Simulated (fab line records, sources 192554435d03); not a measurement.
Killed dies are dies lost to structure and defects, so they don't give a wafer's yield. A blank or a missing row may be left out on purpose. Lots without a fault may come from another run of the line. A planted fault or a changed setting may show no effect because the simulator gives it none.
Chamber matching | flow n5_finfet | N5_MOL_CONTACT_COAG_ALD_123 on ald_sin-01: 4 sister chambers
The step deposits SiNx, target thk 5 nm, pulse time 1 s, purge time 2 s. 4 wafers are shown with their chamber, then 7 later ones without.

WAFERS WITH THEIR CHAMBER
wafer  | chamber | heater_power_w (W)
L090.4 | 1       | 901
L090.6 | 2       | 810
L091.1 | 0       | 775
L091.2 | 3       | 772

WAFERS WITHOUT THEIR CHAMBER
wafer  | heater_power_w (W)
L091.3 | 806
L091.4 | 889
L091.5 | 789
L091.6 | 782
L092.1 | 808
L092.2 | 768
L092.3 | 887

WHICH CHAMBER EACH WENT THROUGH
wafer  | from the rows above          | in truth
L091.3 | 2                            | 2
L091.4 | 1                            | 1
L091.5 | can't be placed: 0 or 3 or 2 | 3
L091.6 | can't be placed: 0 or 3      | 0
L092.1 | 2                            | 2
L092.2 | can't be placed: 3 or 0      | 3
L092.3 | 1                            | 1
Placed correctly: 4 of 7. Can't be placed from these rows: 3 (the true chamber is among the candidates in 3). Placed wrongly: 0.
How it was worked out, from the rows above alone: a wafer's distance from a chamber is the root of the sum, over the readings, of the square of ((its reading less the chamber's mean) divided by the reading's scatter). The wafer belongs to the nearest chamber; if the next one is less than 2 further off, it can't be placed. A chamber's mean is the mean of its shown wafers. The scatter: with one shown wafer a chamber, the root of the mean of the squares of how far each hidden wafer lies from its nearest shown one.
